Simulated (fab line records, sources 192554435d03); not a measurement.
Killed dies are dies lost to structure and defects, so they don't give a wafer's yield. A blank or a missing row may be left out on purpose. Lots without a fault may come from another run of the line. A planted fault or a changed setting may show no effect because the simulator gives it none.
One fault seen from 2 desks | flow n5_finfet | each desk has only its own numbers; what lay behind them comes last

THE METROLOGY DESK
What the gauges read, lot by lot, whatever tool the lot ran on: means of the sampled wafers that have a number. A lot is out of limits, marked OUT, if its mean lies more than 4 standard deviations from the usual mean; the brackets give that distance.
Columns: A = M10_THK at N5_BEOL_M10_THK_MEAS_53, usual 142 nm; B = M10_RS at N5_BEOL_M10_RS_MEAS_57, usual 0.149 ohm/sq
lot  | first seen here | A   | B
L295 | day 11 13:08    | 145 | 0.147
L298 | day 11 14:25    | 140 | 0.150
L296 | day 11 18:50    | 140 | 0.151
L307 | day 13 21:11    | 141 | 0.149
L310 | day 15 02:11    | 146 | 0.145
L312 | day 15 11:38    | 142 | 0.149
L313 | day 15 16:52    | 141 | 0.149
This desk's finding: nothing out of limits on any of the 7 lots.

THE TOOL OWNER'S DESK: pecvd-04
The tool's own readings at N5_BEOL_M10_DEP_56 (deposits SiCN from 3MS/NH3, target thk 15 nm, time 26.5 s): means of the sampled wafers that have a number, for each lot that ran on this tool. A lot is out of limits, marked OUT, if its mean lies more than 4 standard deviations from the usual mean; the brackets give that distance.
Columns: A = showerhead_plenum_p_Torr at N5_BEOL_M10_DEP_56, usual 3.668 Torr; B = throttle_valve_pct at N5_BEOL_M10_DEP_56, usual 9.3 %
lot  | first seen here | A     | B
L295 | day 11 13:11    | 3.662 | 9.1
L298 | day 11 14:29    | 3.671 | 9.2
L296 | day 11 18:53    | 3.668 | 9.5
L313 | day 15 16:55    | 3.669 | 9.1
This desk's finding: nothing out of limits on any of the 4 lots.

PUT TOGETHER
The metrology desk saw nothing out of limits.
The tool owner's desk saw nothing out of limits.

WHAT THE SIMULATOR HAD PUT IN
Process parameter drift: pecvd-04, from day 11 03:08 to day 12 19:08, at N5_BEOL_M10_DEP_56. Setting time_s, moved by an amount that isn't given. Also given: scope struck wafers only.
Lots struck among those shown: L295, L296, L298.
